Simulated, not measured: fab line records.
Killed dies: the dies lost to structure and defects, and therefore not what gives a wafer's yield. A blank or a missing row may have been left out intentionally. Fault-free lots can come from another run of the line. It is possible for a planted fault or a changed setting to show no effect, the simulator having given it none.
Struck lot and sound lot, side by side	flow nand_harc	15 out of 1159 route steps
Sound: these wafers, L190.1, L190.2, L190.4. Wafers L179.2, L179.4, L179.5 were the ones struck. The cause is given at the end.
At each step with rows: each side's tool, then ch and its chambers, then its first start. Under that, the readings that differ: sound wafers	struck wafers	difference of the means	sigmas: that difference in standard deviations of wafers without a fault.
alike: words and numbers the same on both sides, and readings whose means are apart by under 2 such deviations; not compared: readings that were withheld, readings missing a value for some wafer, numbers with overlapping values and no deviation given by the record, and bounds like >300 which may hide the same value.
The two part at a step that has a row with sigmas, a row that says differs or no value, or rows on one side only. When numbers do not overlap yet have no deviation, they are printed without sigmas and do not part them. Lack of a reading on every wafer of one side parts them only where that side has two or more wafers.

NHARC_A_CHANNEL_HOLE_D1_STRIP_27: strips in O2.
  sound: rie_diel-10 ch 1,2,3; struck: rie_diel-10 ch 0,1,3
  alike: drypump_motor_current_A, oes_product_au, rf_vpp_V, showerhead_plenum_p_Torr, throttle_valve_pct
  not compared: rf_hours_counter_h
then, 2 steps without rows for these wafers: NHARC_A_CHANNEL_HOLE_D1_PRECLEAN_28 (cleans in SC1); NHARC_A_CHANNEL_HOLE_D1_SRD_29.
NHARC_A_CHANNEL_HOLE_D1_CD_MEAS_30:
  struck on cd_sem-02, day 9 12:16; sound on cd_sem-03, day 12 04:10
  alike: cd_nm
NHARC_A_CHANNEL_HOLE_D1_XSEM_31:
  sound on xsem-02 ch 0, day 12 04:15; struck on xsem-02 ch 0, day 9 12:22
  alike: bot_cd_nm, bow_nm, tilt_deg
NHARC_A_CHANNEL_HOLE_D1_INSPECT_40:
  struck on defect_inspect-01, day 9 12:28; sound on defect_inspect-01, day 12 04:21
  alike: raw_defect_count
then, 2 steps without rows for these wafers: NHARC_A_CHANNEL_FILL_D1_PRECLEAN_00 (cleans in SC1); NHARC_A_CHANNEL_FILL_D1_SRD_01.
NHARC_A_CHANNEL_FILL_D1_ALD_02: deposits SiO2, target thk 6 nm, pulse time 10 s, ald cycles 60.
  sound on ald_hk-01 ch 0,1,3, day 12 04:41; struck on ald_hk-01 ch 0,1,2, day 9 12:55
  alike: ald_cycles, heater_power_outer_w, heater_power_w, precursor_pulse_height_rel, susceptor_temp_C
then, 1 step without rows for these wafers: NHARC_A_CHANNEL_FILL_D1_ALD_03 (deposits SiNx, target thk 6 nm, pulse time 60 s, ald cycles 58).
NHARC_A_CHANNEL_FILL_D1_ALD_14: deposits SiO2, target thk 2.5 nm, pulse time 10 s, ald cycles 25.
  sound on ald_hk-02 ch 0,1,2, day 12 11:04; struck on ald_hk-01 ch 0,2,3, day 9 19:29
  alike: ald_cycles, heater_power_outer_w, heater_power_w, precursor_pulse_height_rel, susceptor_temp_C
NHARC_A_CHANNEL_FILL_D1_ALD_15: deposits SiNx, target thk 2 nm, pulse time 60 s, ald cycles 19.
  sound: ald_sin_batch-01 ch 0; struck: ald_sin_batch-02 ch 0
reading	sound	struck	difference	sigmas
susceptor_temp_C (C)	630.03 630.27 630.01	- - -	no value on the struck wafers	
  alike: ald_cycles, precursor_pulse_height_rel
NHARC_A_CHANNEL_FILL_D1_ALD_16: deposits SiO2, target thk 1.5 nm, pulse time 10 s, ald cycles 15.
  sound on ald_hk-03 ch 0,1,3, day 12 16:02; struck on ald_hk-01 ch 1,2, day 10 00:36
reading	sound	struck	difference	sigmas
ald_cycles	15 15 15	17 17 17	+2	
  alike: heater_power_outer_w, heater_power_w, precursor_pulse_height_rel, susceptor_temp_C
then, 1 step without rows for these wafers: NHARC_A_CHANNEL_FILL_D1_ANNEAL_17 (time 1800 s).
-- the record jumps here: 10 days lie between the struck wafers' starts before and after (it left off in module A_CHANNEL_FILL_D1 and takes up again in module END, whose first step shown is number 1159 of the route) --
NHARC_END_SORT_01:
  sound on prober-02 ch 0, day 22 03:17; struck on prober-02 ch 0, day 20 06:21
  alike: killed_at_array, killed_at_other, killed_at_periphery, killed_dies, killed_open, killed_short

## WHERE THEY PART
Only at NHARC_A_CHANNEL_FILL_D1_ALD_15, as far as this record shows. Later steps at which nothing parts them and some readings are alike: NHARC_A_CHANNEL_FILL_D1_ALD_16, NHARC_END_SORT_01.

WHY: what the simulator had put in
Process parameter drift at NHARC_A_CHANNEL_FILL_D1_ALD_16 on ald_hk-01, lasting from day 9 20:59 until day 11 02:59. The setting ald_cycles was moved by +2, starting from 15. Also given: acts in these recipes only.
